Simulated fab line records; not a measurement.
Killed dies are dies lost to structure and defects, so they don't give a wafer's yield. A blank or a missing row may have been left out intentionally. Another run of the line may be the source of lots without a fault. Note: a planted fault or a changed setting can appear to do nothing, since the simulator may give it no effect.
fab line records	flow nandHarc
record lots=7	wafers=19	lastDay=24
route steps=1159 shown A_BLC@977 END@1159
lots that met no fault: taken from a fault-free run of the same line
startH: the number of hours between the record's first day and the start of the first shown wafer of the lot	waitH: hours from the lot's prior step to this one	" same as the row above	L1.1+2: a row that stands for several wafers	- no value present, or no start provided	* or withheld: withheld	< > ~ a bound
route shown NAME@n: a module of which the file shows steps, and the number in the route of the first	usual: mean/standard deviation of fault-free wafers	same: alike in all rows	chamber/n: place in a boat	sites: per-site readings	_std_site: standard deviation of those values	_edge_site: the outer-site mean with the inner-site mean subtracted	radiusMm: how far each site lies from the wafer's centre	mask NAME#n: copy n	behind: the most recent tool/chamber to have shaped the wafer	hold: the reason the lot was held/the length of the hold in hours/how it ended	device: the transistor (n, p or np) that didn't switch	end of line: at the end of the route, the tests of the same wafers	a step with no rows: only its recipe	killed: the dies lost at the first sort to structure and to defects; this is not the yield of the wafer	map: shows each die of a wafer: x if killed, . if not, _ if none is there
set.NAME: setting as actually run; set.NAME@STEP: the setting as run at that earlier step	model.NAME: the simulator's own value behind a step, which no gauge read
certain route steps with their lots: each step a table, each wafer a row
services: the hour from which a tool's chamber was out of use, counted from the record's first day as startH (under 0 if before that day), plus the number of hours and why
## steps
# step NHARC_A_BLC_DESCUM_15
# recipe timeS=3	o2FlowSccm=200	arFlowSccm=0	biasPowerW=0	chemistry=O2
# usual drypumpMotorCurrentA=5.7/0.51	oesProductAu=0.997/0.0068	rfVppV=57.9/0.88	showerheadPlenumPTorr=1.91/0.086	throttleValvePct=11.310/0.0088
lot.wafer	tool	chamber	startH	waitH	drypumpMotorCurrentA	oesProductAu	rfHoursCounterH	rfVppV	showerheadPlenumPTorr	throttleValvePct
L299.3	rieDiel-12	3	405.13	0.1	5.7	0.990	2	58.6	1.98	11.305
L299.2	"	2	"	"	5.8	1.002	2	58.2	1.84	11.309
L299.5	"	3	"	"	5.7	0.991	-	58.1	1.98	11.312
L305.2	rieDiel-12	2	429.44	0.1	5.8	0.992	5	57.5	1.84	11.307
L305.1	"	3	"	"	5.7	0.996	5	59.0	1.97	11.315
L305.6	"	0	"	"	6.7	0.991	-	57.9	1.84	11.328
L309.1	rieDiel-05	3	444.50	0.1	5.6	0.984	11	56.3	1.77	11.313
L309.4	"	1	"	"	5.4	0.990	11	57.5	1.84	11.318
L311.3	rieDiel-12	2	456.90	0.1	5.8	1.003	8	57.6	1.83	11.305
L311.5	"	3	"	"	5.7	1.002	-	58.8	1.97	11.310
L312.3	rieDiel-06	0	457.07	0.1	5.0	1.012	12	57.1	2.00	11.304
L312.6	"	2	"	"	5.3	1.007	-	58.1	2.03	11.310
L312.5	"	3	"	"	4.7	1.002	-	58.7	2.03	11.312
L319.2	rieDiel-05	0	515.42	0.1	5.3	0.998	17	58.5	1.91	11.326
L319.1	"	1	"	"	5.4	0.997	17	57.9	1.83	11.324
L319.5	"	1	"	"	5.4	0.996	-	57.8	1.83	11.319
L318.3	rieDiel-12	3	521.80	0.1	5.7	0.988	15	59.0	1.97	11.314
L318.1	"	0	"	"	6.7	0.990	13	58.8	1.84	11.310
L318.5	"	0	"	"	6.7	1.001	-	57.5	1.84	11.315
# step NHARC_A_BLC_ETCH_16
# recipe targetDepthA=390	overEtchFrac=0.3	timeS=65	ionEnergyEv=80	cf4FlowSccm=150	arFlowSccm=0	rfW=300	biasW=100	chemistry=CF4
# usual drypumpMotorCurrentA=5.7/0.5	oesProductAu=0.998/0.0076	rfVppV=151.2/1.2	showerheadPlenumPTorr=1.77/0.073	throttleValvePct=13.284/0.0092
# same overEtchFrac=0.3
lot.wafer	tool	chamber	startH	waitH	drypumpMotorCurrentA	oesProductAu	rfHoursCounterH	rfVppV	showerheadPlenumPTorr	throttleValvePct
L299.2	rieDiel-12	2	405.22	0.1	5.8	0.998	2	150.5	1.70	13.273
L299.3	"	0	"	"	6.7	0.989	2	151.6	1.71	13.311
L299.5	"	3	"	"	5.8	0.987	-	151.6	1.82	13.291
L305.1	rieDiel-12	0	429.51	0.1	6.7	0.989	5	151.5	1.71	13.276
L305.2	"	1	"	"	5.5	0.997	5	151.5	1.83	13.285
L305.6	"	1	"	"	5.4	0.978	-	152.0	1.82	13.286
L309.1	rieDiel-05	3	444.60	0.1	5.7	0.994	11	149.9	1.65	13.277
L309.4	"	0	"	"	5.3	0.998	10	150.9	1.77	13.282
L311.3	rieDiel-12	0	456.99	0.1	6.7	0.983	6	149.9	1.71	13.275
L311.5	"	0	"	"	6.7	0.991	-	149.7	1.71	13.285
L312.3	rieDiel-06	0	457.20	0.1	5.0	0.997	12	153.2	1.84	13.277
L312.5	"	2	"	"	5.3	1.000	-	151.6	1.87	13.289
L312.6	"	3	"	"	4.7	1.001	-	152.0	1.87	13.283
L319.2	rieDiel-05	0	515.50	0.1	5.3	0.998	17	150.4	1.77	13.277
L319.1	"	3	"	"	5.7	0.998	18	150.9	1.64	13.268
L319.5	"	1	"	"	5.4	1.002	-	150.3	1.70	13.285
L318.1	rieDiel-12	0	521.88	0.1	6.7	0.995	13	151.2	1.71	13.280
L318.3	"	2	"	"	5.8	0.991	14	150.3	1.70	13.282
L318.5	"	1	"	"	5.4	0.990	-	151.4	1.82	13.284
# step NHARC_A_BLC_ETCH_17
# recipe targetDepthA=3900	overEtchFrac=0.25	timeS=609.38	ionEnergyEv=200	n2FlowSccm=150	h2FlowSccm=150	arFlowSccm=0	rfW=400	biasW=150	chemistry=N2/H2
# step NHARC_A_BLC_ETCH_18
# recipe targetDepthA=9100	c4f8FlowSccm=20	o2FlowSccm=10	arFlowSccm=withheld	rfW=600	biasW=1500	chemistry=C4F8/O2/Ar
# step NHARC_A_BLC_CD_MEAS_19
# usual cdNm=100.2/1.5
lot.wafer	tool	chamber	startH	waitH	cdNm
L299.2	cdSem-01	-	406.11	-	99.5
L299.3	"	-	"	"	99.4
L299.5	"	-	"	"	101.3
L305.1	cdSem-01	-	430.39	-	98.8
L305.2	"	-	"	"	99.1
L305.6	"	-	"	"	98.3
L309.1	cdSem-02	-	445.48	-	99.2
L309.4	"	-	"	"	100.1
L311.3	cdSem-01	-	457.87	-	98.5
L311.5	"	-	"	"	97.4
L312.3	cdSem-02	-	458.10	-	99.3
L312.5	"	-	"	"	98.0
L312.6	"	-	"	"	96.8
L319.1	cdSem-03	-	516.39	-	101.9
L319.2	"	-	"	"	102.0
L319.5	"	-	"	"	100.6
L318.1	cdSem-02	-	522.76	-	98.9
L318.3	"	-	"	"	98.7
L318.5	"	-	"	"	100.0
# step NHARC_A_BLC_STRIP_29
# recipe cf4FlowSccm=150	arFlowSccm=0	biasW=0	chemistry=CF4
# usual drypumpMotorCurrentA=5.7/0.45	oesProductAu=0.998/0.0065	rfVppV=59.4/0.93	showerheadPlenumPTorr=1.76/0.072	throttleValvePct=13.285/0.0085
lot.wafer	tool	chamber	startH	waitH	drypumpMotorCurrentA	oesProductAu	rfHoursCounterH	rfVppV	showerheadPlenumPTorr	throttleValvePct
L299.3	rieDiel-12	2	406.19	0.1	5.8	1.000	2	58.5	1.70	13.291
L299.2	"	0	"	"	6.8	0.994	2	58.9	1.71	13.291
L299.5	"	1	"	"	5.4	0.999	-	58.4	1.83	13.285
L305.1	rieDiel-12	3	430.46	0.1	5.7	0.998	6	61.5	1.82	13.284
L305.2	"	2	"	"	5.8	0.987	5	58.9	1.70	13.283
L305.6	"	0	"	"	6.7	0.996	-	59.1	1.71	13.300
L309.1	rieDiel-12	3	445.58	0.1	5.7	0.998	8	58.9	1.82	13.300
L309.4	"	3	"	"	5.7	1.002	-	60.9	1.82	13.302
L311.3	rieDiel-12	2	457.97	0.1	5.8	0.996	8	59.4	1.70	13.276
L311.5	"	3	"	"	5.7	0.988	-	59.0	1.82	13.282
L312.3	rieDiel-05	3	458.18	0.1	5.6	0.997	12	59.4	1.65	13.282
L312.5	"	2	"	"	6.2	0.990	-	60.1	1.86	13.268
L312.6	"	3	"	"	5.6	0.995	-	57.0	1.65	13.278
L319.2	rieDiel-05	1	516.47	0.1	5.4	0.986	17	59.1	1.70	13.285
L319.1	"	3	"	"	5.6	0.996	18	58.3	1.64	13.280
L319.5	"	1	"	"	5.4	1.000	-	60.0	1.70	13.290
L318.1	rieDiel-06	0	522.84	0.1	5.0	1.005	34	59.4	1.84	13.293
L318.3	"	2	"	"	5.3	1.012	37	59.8	1.86	13.294
L318.5	"	1	"	"	5.2	1.004	-	59.3	1.76	13.278
# step NHARC_A_BLC_STRIP_21
# recipe o2FlowSccm=500	arFlowSccm=0	biasW=0	chemistry=O2
# usual drypumpMotorCurrentA=5.7/0.48	oesProductAu=0.997/0.0069	rfVppV=57.7/0.92	showerheadPlenumPTorr=3.51/0.15	throttleValvePct=17.037/0.009
lot.wafer	tool	chamber	startH	waitH	drypumpMotorCurrentA	oesProductAu	rfHoursCounterH	rfVppV	showerheadPlenumPTorr	throttleValvePct
L299.3	rieDiel-12	1	406.29	0.1	5.5	1.003	2	56.6	3.64	17.039
L299.2	"	3	"	"	5.8	0.991	2	58.6	3.64	17.048
L299.5	"	1	"	"	5.4	0.996	-	57.9	3.64	17.048
L305.1	rieDiel-12	2	430.57	0.1	5.8	0.995	5	58.7	3.39	17.024
L305.2	"	1	"	"	5.4	0.995	5	58.9	3.64	17.053
L305.6	"	3	"	"	5.8	0.995	-	58.3	3.63	17.045
L309.1	rieDiel-12	2	445.69	0.1	5.8	0.986	7	57.7	3.39	17.024
L309.4	"	2	"	"	5.8	1.003	-	56.7	3.39	17.040
L311.3	rieDiel-12	1	458.04	0.1	5.5	0.995	8	58.4	3.64	17.028
L311.5	"	2	"	"	5.8	0.999	-	56.7	3.39	17.046
L312.3	rieDiel-05	0	458.30	0.1	5.3	0.998	12	57.9	3.53	17.036
L312.5	"	1	"	"	5.4	1.006	-	57.4	3.39	17.038
L312.6	"	2	"	"	6.2	0.994	-	57.5	3.70	17.041
L319.1	rieDiel-05	0	516.59	0.1	5.3	0.993	18	57.0	3.52	17.028
L319.2	"	1	"	"	5.4	0.994	17	57.8	3.39	17.028
L319.5	"	3	"	"	5.7	0.999	-	57.2	3.28	17.023
L318.3	rieDiel-06	0	522.95	0.1	5.0	1.002	34	56.9	3.66	17.030
L318.1	"	1	"	"	5.2	1.008	32	57.3	3.51	17.029
L318.5	"	3	"	"	4.7	0.994	-	57.3	3.71	17.023
# step NHARC_A_BLC_STRIP_22
# recipe timeS=600	tempC=30	chemistry=postEtchResidueRemover
# step NHARC_A_BLC_DEGAS_30
# recipe tempC=300	timeS=60
# usual heaterPowerW=472/58
lot.wafer	tool	chamber	startH	waitH	heaterPowerW
L299.3	pvdSputter-03	-	406.73	-	464
L299.2	"	-	"	"	428
L299.5	"	-	"	"	461
L305.1	pvdSputter-03	-	430.99	-	419
L305.2	"	-	"	"	470
L305.6	"	-	"	"	459
L309.1	pvdSputter-03	-	446.14	-	427
L309.4	"	-	"	"	460
L311.3	pvdSputter-02	-	458.46	-	433
L311.5	"	-	"	"	609
L312.3	pvdSputter-01	-	458.69	-	519
L312.6	"	-	"	"	506
L312.5	"	-	"	"	433
L319.1	pvdSputter-02	-	517.03	-	497
L319.2	"	-	"	"	439
L319.5	"	-	"	"	532
L318.1	pvdSputter-03	-	523.39	-	466
L318.3	"	-	"	"	370
L318.5	"	-	"	"	379
# step NHARC_A_BLC_PRE_CLEAN_31
# recipe timeS=15	biasV=250	gas=Ar
# step NHARC_A_BLC_PVD_32
# recipe targetThkA=50	chamberPressurePa=5	powerW=5000	substrateTempC=200	timeS=17.7	material=Ti
# step NHARC_A_BLC_ALD_23
# recipe targetThkA=30	pulseTimeS=1	aldCycles=150	tempC=450	material=TiN
# step NHARC_A_BLC_CVD_24
# recipe targetThkA=1500	tempC=300	pressureTorr=40	wf6FlowSccm=40	h2FlowSccm=1600	arFlowSccm=1560	timeS=434	material=W
# usual heaterPowerW=477/69	mfcWf6Sccm=40.02/0.11	throttleValvePct=7.9/0.36
lot.wafer	tool	chamber	startH	waitH	heaterPowerW	mfcWf6Sccm	throttleValvePct
L299.2	cvdW-02	0	407.15	-	561	39.89	7.1
L299.3	"	0	"	"	559	39.89	7.5
L299.5	"	0	"	"	565	39.93	7.2
L305.2	cvdW-01	0	434.02	-	478	39.90	8.2
L305.1	"	1	"	"	522	40.00	8.1
L305.6	"	1	"	"	507	39.93	8.1
L309.1	cvdW-01	1	446.91	-	509	40.20	8.4
L309.4	"	1	"	"	499	39.98	8.2
L311.3	cvdW-01	0	463.53	-	477	40.08	8.2
L311.5	"	0	"	"	484	40.14	7.7
L312.3	cvdW-01	1	463.97	-	521	40.02	8.4
L312.5	"	0	"	"	490	40.17	7.7
L312.6	"	1	"	"	529	39.94	8.3
L319.2	cvdW-02	0	519.90	-	555	40.08	7.4
L319.1	"	1	"	"	374	39.89	8.0
L319.5	"	0	"	"	568	40.05	7.4
L318.1	cvdW-02	1	527.02	-	359	39.98	8.3
L318.3	"	1	"	"	364	40.01	8.2
L318.5	"	1	"	"	365	39.99	7.8
# step NHARC_A_BLC_CMP_25
# recipe tOverpolishS=30	targetThkNm=150
# usual motorCurrentA=12.2/1.4	overpolishRunS=30.000/0.009	timeToEndpointS=29.1/2.2
lot.wafer	tool	chamber	startH	waitH	motorCurrentA	overpolishRunS	timeToEndpointS
L299.3	cmp-02	0	407.70	0.3	13.0	30.005	31.6
L299.2	"	2	"	"	9.9	30.007	30.3
L299.5	"	0	"	"	13.1	29.999	29.5
L305.1	cmp-01	1	434.55	0.4	11.7	30.008	27.3
L305.2	"	3	"	"	11.6	30.013	28.7
L305.6	"	2	"	"	11.9	30.010	29.7
L309.1	cmp-02	1	447.46	0.5	12.0	29.996	29.1
L309.4	"	3	"	"	14.1	30.020	10.4
L311.3	cmp-03	0	463.87	0.3	10.1	29.986	31.0
L311.5	"	0	"	"	9.9	29.994	11.7
L312.3	cmp-03	3	464.33	0.3	12.8	29.981	25.6
L312.6	"	2	"	"	13.0	29.999	29.1
L312.5	"	3	"	"	12.5	29.995	9.8
L319.1	cmp-01	0	520.45	0.4	12.5	29.986	29.0
L319.2	"	2	"	"	11.8	29.988	26.3
L319.5	"	3	"	"	11.2	29.995	28.9
L318.3	cmp-03	1	527.55	0.3	14.0	29.997	28.1
L318.1	"	2	"	"	12.5	30.010	31.3
L318.5	"	3	"	"	12.4	30.006	26.9
# step NHARC_END_SORT_01
# recipe tempC=25
# usual killedAtArray=26/9.6	killedAtOther=0.7/0.92	killedAtPeriphery=3.8/2.7	killedDies=31/10	killedOpen=3.3/1.7	killedShort=1.8/1.3
# same grossDies=677
lot.wafer	tool	chamber	startH	waitH	killedAtArray	killedAtOther	killedAtPeriphery	killedDies	killedOpen	killedShort
L312.3	prober-01	0	507.32	3.1	20	0	2	22	2	3
L312.5	prober-01	0	508.92	3.7	20	0	1	21	5	4
L312.6	prober-01	0	509.71	4.0	18	0	5	23	6	0
# killed by level:class
L312.3 A_WL_FILL:chamberFilmFlake=4 A_CHANNEL_HOLE_D1:chamberFilmFlake=3 A_CONTACT:chamberFilmFlake=3 A_CHANNEL_FILL_D1:geometricParticle:short=2 P_M0:chamberFilmFlake=2 A_CHANNEL_FILL_D1:chamberFilmFlake=2 A_CHANNEL_FILL_D1:geometricParticle:open=1 A_WL_FILL:geometricParticle:short=1
L312.5 A_CONTACT:chamberFilmFlake=4 A_CHANNEL_HOLE_D1:chamberFilmFlake=3 A_CHANNEL_FILL_D1:geometricParticle:short=2 A_WL_FILL:geometricParticle:short=2 A_WL_FILL:geometricParticle:open=2 A_STAIRCASE:chamberFilmFlake=2 A_WL_FILL:chamberFilmFlake=2 A_BLC:geometricParticle:open=1
L312.6 A_CHANNEL_HOLE_D1:chamberFilmFlake=5 P_M0:chamberFilmFlake=3 A_CONTACT:chamberFilmFlake=3 A_CONTACT:geometricParticle:open=2 A_WL_FILL:chamberFilmFlake=2 P_M2:geometricParticle:open=1 A_CHANNEL_FILL_D1:geometricParticle:open=1 A_WL_FILL:geometricParticle:open=1
## services
tool	chamber	startH	hours	kind
rieDiel-06	-	384.50	1.8	repair
rieDiel-12	-	390.11	1.8	repair
pvdSputter-02	-	392.04	10.0	pm
cmp-02	-	398.50	2.2	repair
cmp-01	-	403.67	3.1	repair
rieDiel-05	0	407.06	5.7	repair
pvdSputter-03	-	407.97	4.2	repair
rieDiel-12	-	413.23	0.4	repair
rieDiel-06	-	419.00	9.0	pm
cmp-02	-	422.50	4.0	pm
rieDiel-12	0	430.89	16.2	repair
pvdSputter-03	-	431.22	2.3	repair
cmp-03	-	450.05	4.0	pm
pvdSputter-03	-	458.00	10.0	pm
cmp-01	-	473.61	4.0	pm
cvdW-01	-	479.19	13.0	pm
rieDiel-06	0	491.34	12.5	repair
rieDiel-05	1	493.70	6.0	repair
rieDiel-06	1	499.29	12.5	repair
cmp-02	-	505.33	4.3	repair
cvdW-01	-	506.26	3.2	repair
rieDiel-06	-	506.44	0.8	repair
rieDiel-05	-	517.60	9.0	pm
cmp-02	-	520.50	4.0	pm
## key
firstSign step=NHARC_A_BLC_CMP_25	reading=timeToEndpointS	direction=down	sigmas=8.5	usual=*	struck=*
effect none on later readings
metAt NHARC_A_BLC_CVD_24
struckWafers L309.4,L311.5,L312.5
testerLeftOut L309,L311,L312
onsetBetween 434.02 446.91
fault kind=processParameterDrift	tool=cvdW-01	chamber=-	onsetH=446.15	steps=NHARC_A_BLC_CVD_24	channel=targetThkA	offset=*	shape=step	endH=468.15	scope=struckWafersOnly	actsIn=*	stated=*
# testerLeftOut: of these lots the tester's yield and bins aren't shown, on N5 and GAA mostly nor the transistor test; their killed dies are dies lost to structure and defects alone, not to doping, threshold or leakage, so they don't give the yield
